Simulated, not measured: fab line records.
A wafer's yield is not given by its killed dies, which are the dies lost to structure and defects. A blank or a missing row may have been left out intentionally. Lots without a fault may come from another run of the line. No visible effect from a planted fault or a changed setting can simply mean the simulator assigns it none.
Lot-split experiment / flow n5-finfet / on a route of 1938 steps: 7 lots, 21 wafers read

## ON THE SPLIT
At N5_BEOL_M11_COAT_05 (resist thk 90 nm), the setting spin-rpm was moved away from the recipe's 1500 rpm on 5 of the 21 wafers read, by -10.5% to +6.5%. All remaining wafers had this setting at the recipe value.

The reading is taken at the split's own step.

## THE READING
CAR-ArF_of_BEOL_M11_COAT_05.thk-nm (the simulator's own value, which no gauge read), in nm, at N5_BEOL_M11_COAT_05 (resist thk 90 nm). The file does not state a usual value for it. Average 90.0 nm, standard deviation 0.31 nm, over the 16 wafers here run with the recipe.

wafer=L075.1; tool, chamber at the split=litho-track-04, 0; spin-rpm as run, rpm=1500; against the recipe=recipe; CAR-ArF_of_BEOL_M11_COAT_05.thk-nm, nm=89.8; against lot-mates on the recipe=-
wafer=L075.3; tool, chamber at the split=litho-track-04, 0; spin-rpm as run, rpm=1500; against the recipe=recipe; CAR-ArF_of_BEOL_M11_COAT_05.thk-nm, nm=89.8; against lot-mates on the recipe=-
wafer=L075.6; tool, chamber at the split=litho-track-04, 0; spin-rpm as run, rpm=1500; against the recipe=recipe; CAR-ArF_of_BEOL_M11_COAT_05.thk-nm, nm=89.8; against lot-mates on the recipe=-
wafer=L076.4; tool, chamber at the split=litho-track-04, 0; spin-rpm as run, rpm=1500; against the recipe=recipe; CAR-ArF_of_BEOL_M11_COAT_05.thk-nm, nm=89.8; against lot-mates on the recipe=-
wafer=L076.6; tool, chamber at the split=litho-track-04, 0; spin-rpm as run, rpm=1500; against the recipe=recipe; CAR-ArF_of_BEOL_M11_COAT_05.thk-nm, nm=89.8; against lot-mates on the recipe=-
wafer=L076.5; tool, chamber at the split=litho-track-04, 0; spin-rpm as run, rpm=1500; against the recipe=recipe; CAR-ArF_of_BEOL_M11_COAT_05.thk-nm, nm=90; against lot-mates on the recipe=-
wafer=L078.2; tool, chamber at the split=litho-track-02, 0; spin-rpm as run, rpm=1500; against the recipe=recipe; CAR-ArF_of_BEOL_M11_COAT_05.thk-nm, nm=89.8; against lot-mates on the recipe=-
wafer=L078.5; tool, chamber at the split=litho-track-02, 0; spin-rpm as run, rpm=1500; against the recipe=recipe; CAR-ArF_of_BEOL_M11_COAT_05.thk-nm, nm=89.8; against lot-mates on the recipe=-
wafer=L078.3; tool, chamber at the split=litho-track-02, 0; spin-rpm as run, rpm=1500; against the recipe=recipe; CAR-ArF_of_BEOL_M11_COAT_05.thk-nm, nm=90.2; against lot-mates on the recipe=-
wafer=L082.1; tool, chamber at the split=litho-track-02, 0; spin-rpm as run, rpm=1500; against the recipe=recipe; CAR-ArF_of_BEOL_M11_COAT_05.thk-nm, nm=90.4; against lot-mates on the recipe=-
wafer=L082.3; tool, chamber at the split=litho-track-02, 0; spin-rpm as run, rpm=1500; against the recipe=recipe; CAR-ArF_of_BEOL_M11_COAT_05.thk-nm, nm=90.4; against lot-mates on the recipe=-
wafer=L082.4; tool, chamber at the split=litho-track-02, 0; spin-rpm as run, rpm=1500; against the recipe=recipe; CAR-ArF_of_BEOL_M11_COAT_05.thk-nm, nm=90.4; against lot-mates on the recipe=-
wafer=L083.2; tool, chamber at the split=litho-track-05, 0; spin-rpm as run, rpm=1383; against the recipe=-7.8%; CAR-ArF_of_BEOL_M11_COAT_05.thk-nm, nm=94.2; against lot-mates on the recipe=+3.8
wafer=L083.4; tool, chamber at the split=litho-track-05, 0; spin-rpm as run, rpm=1383; against the recipe=-7.8%; CAR-ArF_of_BEOL_M11_COAT_05.thk-nm, nm=94.2; against lot-mates on the recipe=+3.8
wafer=L083.6; tool, chamber at the split=litho-track-05, 0; spin-rpm as run, rpm=1500; against the recipe=recipe; CAR-ArF_of_BEOL_M11_COAT_05.thk-nm, nm=90.4; against lot-mates on the recipe=-
wafer=L087.3; tool, chamber at the split=litho-track-02, 0; spin-rpm as run, rpm=1500; against the recipe=recipe; CAR-ArF_of_BEOL_M11_COAT_05.thk-nm, nm=90.2; against lot-mates on the recipe=-
wafer=L087.5; tool, chamber at the split=litho-track-02, 0; spin-rpm as run, rpm=1500; against the recipe=recipe; CAR-ArF_of_BEOL_M11_COAT_05.thk-nm, nm=89.6; against lot-mates on the recipe=-
wafer=L087.6; tool, chamber at the split=litho-track-02, 0; spin-rpm as run, rpm=1598; against the recipe=+6.5%; CAR-ArF_of_BEOL_M11_COAT_05.thk-nm, nm=86.8; against lot-mates on the recipe=-3.1
wafer=L089.2; tool, chamber at the split=litho-track-02, 0; spin-rpm as run, rpm=1343; against the recipe=-10.5%; CAR-ArF_of_BEOL_M11_COAT_05.thk-nm, nm=94.8; against lot-mates on the recipe=+5.4
wafer=L089.3; tool, chamber at the split=litho-track-02, 0; spin-rpm as run, rpm=1500; against the recipe=recipe; CAR-ArF_of_BEOL_M11_COAT_05.thk-nm, nm=89.4; against lot-mates on the recipe=-
wafer=L089.6; tool, chamber at the split=litho-track-02, 0; spin-rpm as run, rpm=1343; against the recipe=-10.5%; CAR-ArF_of_BEOL_M11_COAT_05.thk-nm, nm=94.6; against lot-mates on the recipe=+5.2

THE FIT
A straight line over all 21 wafers: CAR-ArF_of_BEOL_M11_COAT_05.thk-nm changes by -0.483 nm for each +1% of spin-rpm; r = -0.99; the points scatter about the line by 0.34 nm.
The same after taking each lot's own level away (the mean of its wafers on the recipe; 21 wafers): -0.496 nm for each +1%; r = -1.00; scatter 0.14 nm.
The reading moves by 5.2 nm for the largest change in spin-rpm, on that fit.
Measured against the standard deviation above, the lots' own levels, which go from 89.40 to 90.40 nm, span 3.3 times it.
Consequently the slope shifts little with the lot-to-lot level, the two slopes agreeing.
Check: +5.12 nm against its lot-mates is what the line predicts for one of the wafers moved furthest among these (-10.5%) when that wafer is left out of the fit. Against them it came out at +5.4 nm.

## THE OTHER SPLITS THESE WAFERS WENT THROUGH
Other splits were also applied to these wafers ahead of the reading. Each is held against what the fit with the lots' levels taken away leaves over:
other split on the same wafers=N5_BEOL_M5_ILD_DEP_00 time-s; wafers away from the commonest value=7; r with CAR-ArF_of_BEOL_M11_COAT_05.thk-nm (lot level and that fit taken away)=+0.12
other split on the same wafers=N5_BEOL_M5_ETCH_41 source-w; wafers away from the commonest value=5; r with CAR-ArF_of_BEOL_M11_COAT_05.thk-nm (lot level and that fit taken away)=-0.24
other split on the same wafers=N5_BEOL_M6_ETCH_66 source-w; wafers away from the commonest value=10; r with CAR-ArF_of_BEOL_M11_COAT_05.thk-nm (lot level and that fit taken away)=-0.05
other split on the same wafers=N5_BEOL_M6_TRENCH_ETCH_37 source-w; wafers away from the commonest value=4; r with CAR-ArF_of_BEOL_M11_COAT_05.thk-nm (lot level and that fit taken away)=+0.12
other split on the same wafers=N5_BEOL_M7_DESCUM_33 time-s; wafers away from the commonest value=7; r with CAR-ArF_of_BEOL_M11_COAT_05.thk-nm (lot level and that fit taken away)=+0.11
other split on the same wafers=N5_BEOL_M8_VIA_ETCH_34 bias-w; wafers away from the commonest value=7; r with CAR-ArF_of_BEOL_M11_COAT_05.thk-nm (lot level and that fit taken away)=-0.25
other split on the same wafers=N5_BEOL_M8_TRENCH_ETCH_37 bias-w; wafers away from the commonest value=5; r with CAR-ArF_of_BEOL_M11_COAT_05.thk-nm (lot level and that fit taken away)=-0.36
other split on the same wafers=N5_BEOL_M10_ETCH_62 time-s; wafers away from the commonest value=8; r with CAR-ArF_of_BEOL_M11_COAT_05.thk-nm (lot level and that fit taken away)=-0.12
other split on the same wafers=N5_BEOL_M10_PEB_26 peb-time-s; wafers away from the commonest value=4; r with CAR-ArF_of_BEOL_M11_COAT_05.thk-nm (lot level and that fit taken away)=-0.50

## THE FILE'S OWN FIT
CAR-ArF_of_BEOL_M11_COAT_05.thk-nm changes by -0.495 nm for each +1% of spin-rpm, r = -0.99.
